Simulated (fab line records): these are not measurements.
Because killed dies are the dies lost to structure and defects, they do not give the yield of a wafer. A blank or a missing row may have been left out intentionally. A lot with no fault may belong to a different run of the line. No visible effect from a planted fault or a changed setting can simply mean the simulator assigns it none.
Problem report, 8D (eight disciplines) form, completed by code || flow nand-harc || the parts of the form that need people (team, actions taken, sign-off) are left out

## 1. THE ISSUE
Mean of thk-nm at NHARC_A_ONON_D1_THK_MEAS_18: 1453 nm across 6 wafers in 2 lots; on wafers with no fault it is 1002 nm (standard deviation 7). Relative to the usual mean, that is a shift of +64 standard deviations.
The step: measures by ellipsometry.
Seen first at day 15 18:36 on film-metro-02, wafer L920.4. Wafers with a number at this step in the record: 39, from 13 lots. By rule, "out" or "out of limits" means more than 4 standard deviations away from the usual mean. Any other wafer with a number is counted as sound.

## 2. WHAT IT IS; WHAT IT IS NOT
{"question": "which readings at this step", "is": "thk-nm", "is not": "-"}
{"question": "which lots", "is": "L920, L925", "is not": "L903, L907, L909, L910, L911, L912, L913, L915, L917, L921, L923"}
{"question": "which wafers of those lots", "is": "all that have a number", "is not": "-"}
{"question": "read on which gauges", "is": "film-metro-02", "is not": "film-metro-01"}
{"question": "when", "is": "from day 15 18:36", "is not": "up to then (27 sound wafers); but 6 sound wafers of L921, L923 came after"}

## 3. WHAT RULES OUT EACH SUSPECT
Counting: a tool stays on the suspect list if, at a process step up to the reading, it processed all lots that are out and no sound lot following the first of them.
- the gauge at NHARC_A_ONON_D1_THK_MEAS_18: kept. All the wafers that are out were read on film-metro-02, and no step on other tools shows them out.
- pecvd-onon-02 at NHARC_A_ONON_D1_DEP_16 (target thk 1000 nm): kept. It ran every lot that is out, first L920 (day 15 18:16), and no sound lot after that; its last sound lot up to then is L915 (day 14 07:35).
Left after counting: pecvd-onon-02 at NHARC_A_ONON_D1_DEP_16, film-metro-02 at NHARC_A_ONON_D1_THK_MEAS_18.

## 4. THE CAUSE (what the simulator had put in)
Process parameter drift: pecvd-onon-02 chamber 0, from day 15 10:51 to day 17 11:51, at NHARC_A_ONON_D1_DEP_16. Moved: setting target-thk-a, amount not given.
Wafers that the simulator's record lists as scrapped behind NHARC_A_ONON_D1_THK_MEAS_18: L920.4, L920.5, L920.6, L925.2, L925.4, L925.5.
Counting leaves 2 suspects; this tool is one of them.

## 5. SEQUENCE OF EFFECTS, ordered by route
One row per reading whose mean, taken over the struck wafers that have a number, lies over 3 standard deviations from the usual. Only readings for which the record gives a usual standard deviation are gone through. hours: the time from each lot's start at the first step in this table that gives one to its start at this step, as a median over the lots. sigmas: the change in usual standard deviations.
{"hours": 0, "step": "NHARC_A_ONON_D1_THK_MEAS_18", "reading": "thk-nm", "usual": "1002 nm", "on struck wafers": 1453, "change": "+451", "sigmas": "+64"}

## 6. WHAT WOULD HAVE CAUGHT IT SOONER
In this record the first reading out of limits at a measuring or inspecting step was taken at day 15 18:36, 8 hours after the fault began at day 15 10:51.
Tool readings at NHARC_A_ONON_D1_DEP_16 with a usual standard deviation given in the record: none out on any struck wafer, hence no alarm at a limit of 4 standard deviations on them.
Lots out: 2; of these, L925 started NHARC_A_ONON_D1_DEP_16 on pecvd-onon-02 after day 15 18:36. It would have been spared by a hold on the tool at that moment.
